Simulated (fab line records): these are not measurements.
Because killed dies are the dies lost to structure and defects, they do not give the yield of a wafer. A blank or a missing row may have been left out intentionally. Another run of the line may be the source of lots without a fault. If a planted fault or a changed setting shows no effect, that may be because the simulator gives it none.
Matching of chambers :: flow nandHarc :: NHARC_THIN_TSV_ETCH_15 on rieSi-04 has 4 sister chambers
The step target depth 3000 nm, bosch target overetch cycles 2, bosch etch step 2.8 s. 4 wafers are shown with their chamber, then 8 later ones without.

## WAFERS PAIRED WITH THEIR CHAMBERS
wafer: L938.2
chamber: 0
drypumpMotorCurrentA (A): 4.6

wafer: L938.3
chamber: 2
drypumpMotorCurrentA (A): 5.5

wafer: L938.6
chamber: 1
drypumpMotorCurrentA (A): 5.3

wafer: L939.2
chamber: 3
drypumpMotorCurrentA (A): 5.5

## WAFERS WHOSE CHAMBER IS MISSING
wafer: L939.4
drypumpMotorCurrentA (A): 5.3

wafer: L939.5
drypumpMotorCurrentA (A): 5.3

wafer: L952.1
drypumpMotorCurrentA (A): 5.6

wafer: L952.2
drypumpMotorCurrentA (A): 5.3

wafer: L952.4
drypumpMotorCurrentA (A): 5.4

wafer: L953.2
drypumpMotorCurrentA (A): 4.6

wafer: L953.3
drypumpMotorCurrentA (A): 5.3

wafer: L953.5
drypumpMotorCurrentA (A): 5.4

## THE CHAMBER EACH PASSED THROUGH
wafer: L939.4
from the rows above: 1
in truth: 1

wafer: L939.5
from the rows above: 1
in truth: 1

wafer: L952.1
from the rows above: can't be placed: 2 or 3
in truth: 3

wafer: L952.2
from the rows above: 1
in truth: 1

wafer: L952.4
from the rows above: can't be placed: 2 or 3 or 1
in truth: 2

wafer: L953.2
from the rows above: 0
in truth: 0

wafer: L953.3
from the rows above: 1
in truth: 1

wafer: L953.5
from the rows above: can't be placed: 2 or 3 or 1
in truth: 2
Correct placement for 5 of the 8. Not placeable from these rows: 3 (in 3, the candidates include the true chamber). Wrongly placed: 0.
How it was worked out, from the rows above alone: a wafer's distance from a chamber is the root of the sum, over the readings, of the square of ((its reading less the chamber's mean) divided by the reading's scatter). If the next closest chamber is less than 2 further off than the closest, the wafer can't be placed; otherwise it belongs to the closest. A chamber's mean is the mean of its shown wafers. The scatter: root of mean squared gap, hidden wafer to nearest shown wafer, with one shown wafer a chamber.
